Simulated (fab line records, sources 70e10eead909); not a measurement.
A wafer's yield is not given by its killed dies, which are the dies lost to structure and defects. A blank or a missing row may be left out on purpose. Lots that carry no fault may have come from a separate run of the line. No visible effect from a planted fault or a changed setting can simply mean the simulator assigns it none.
Problem report, 8D (eight disciplines) form, completed by code | flow nand-harc | the parts of the form that need people (team, actions taken, sign-off) are left out

1. THE ISSUE
Mean of killed-at-array at NHARC_END_SORT_01: 632 across 2 wafers in 2 lots; on wafers with no fault it is 55 (standard deviation 19). That puts it +30 standard deviations away from the usual mean.
First observed at day 30 20:54: wafer L888.2, on prober-02. The record has a number at this step for 6 wafers belonging to 2 lots. Rule for "out" (also "out of limits"): further than 4 standard deviations from the usual mean. All remaining wafers that have a number are taken as sound.

2. WHAT IT IS AND WHAT IT IS NOT
question                    | is                           | is not
which readings at this step | killed-at-array, killed-dies | killed-at-other, killed-at-periphery, killed-open
which lots                  | L888, L891                   | -
which wafers of those lots  | L888.2, L891.1               | L888.1, L888.3, L891.2, L891.5
read on which gauges        | prober-01, prober-02         | -
when                        | from day 30 20:54            | up to then (1 sound wafer); but 3 sound wafers of L888, L891 came after

3. SUSPECTS, AND WHAT RULES EACH OUT
Counting: a tool at a process step up to the reading stays a suspect if it ran every lot that is out. Sound lots after the first of them don't rule it out here, since some wafers of a struck lot are sound.
- the gauge at NHARC_END_SORT_01 has been ruled out. 2 gauges (prober-01, prober-02) read the wafers that are out.
- pecvd-04 at NHARC_A_CHANNEL_HOLE_D1_DEP_01 (deposits SiON, target thk 140 nm): kept. It ran every lot that is out, first L888 (day 15 06:10).
- plasma-asher-02 at NHARC_THIN_TSV_STRIP_62 (strips in N2/H2, time 20 s): kept. It ran every lot that is out, first L888 (day 30 07:38).
- Within pecvd-04 at NHARC_A_CHANNEL_HOLE_D1_DEP_01: the wafers that are out ran in chamber 0; their sound lot-mates ran in chambers 1, 2.
After counting, pecvd-04 at NHARC_A_CHANNEL_HOLE_D1_DEP_01 and plasma-asher-02 at NHARC_THIN_TSV_STRIP_62 remain.

4. THE CAUSE (what the simulator had put in)
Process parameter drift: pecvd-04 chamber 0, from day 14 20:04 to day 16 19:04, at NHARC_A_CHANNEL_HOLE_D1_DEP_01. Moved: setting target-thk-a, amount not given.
Counting left 2 suspects, and this tool is among them.

5. THE EFFECT CHAIN, in route order
One row per reading whose mean, taken over the struck wafers that have a number, lies over 3 standard deviations from the usual. Scope: only readings with a usual standard deviation given in the record; hours: median across lots of the time from each lot's start at the first step in this table that gives one to its start at this step; sigmas: change in usual standard deviations.
hours | step              | reading         | usual | on struck wafers | change | sigmas
0     | NHARC_END_SORT_01 | killed-at-array | 55    | 632              | +578   | +30
0     | NHARC_END_SORT_01 | killed-dies     | 60    | 636              | +576   | +30

6. HOW IT WOULD HAVE BEEN CAUGHT EARLIER
385 hours passed between the start of the fault at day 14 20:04 and the first reading out of limits at a measuring or inspecting step in this record, taken at day 30 20:54.
No tool reading at NHARC_A_CHANNEL_HOLE_D1_DEP_01 that has a usual standard deviation in the record was out on any struck wafer, so an alarm limit of 4 standard deviations on those readings would not have fired.
Each of the lots that are out, 2 in all, had begun NHARC_A_CHANNEL_HOLE_D1_DEP_01 on pecvd-04 no later than day 30 20:54. None of them would have been spared by holding the tool at that moment.
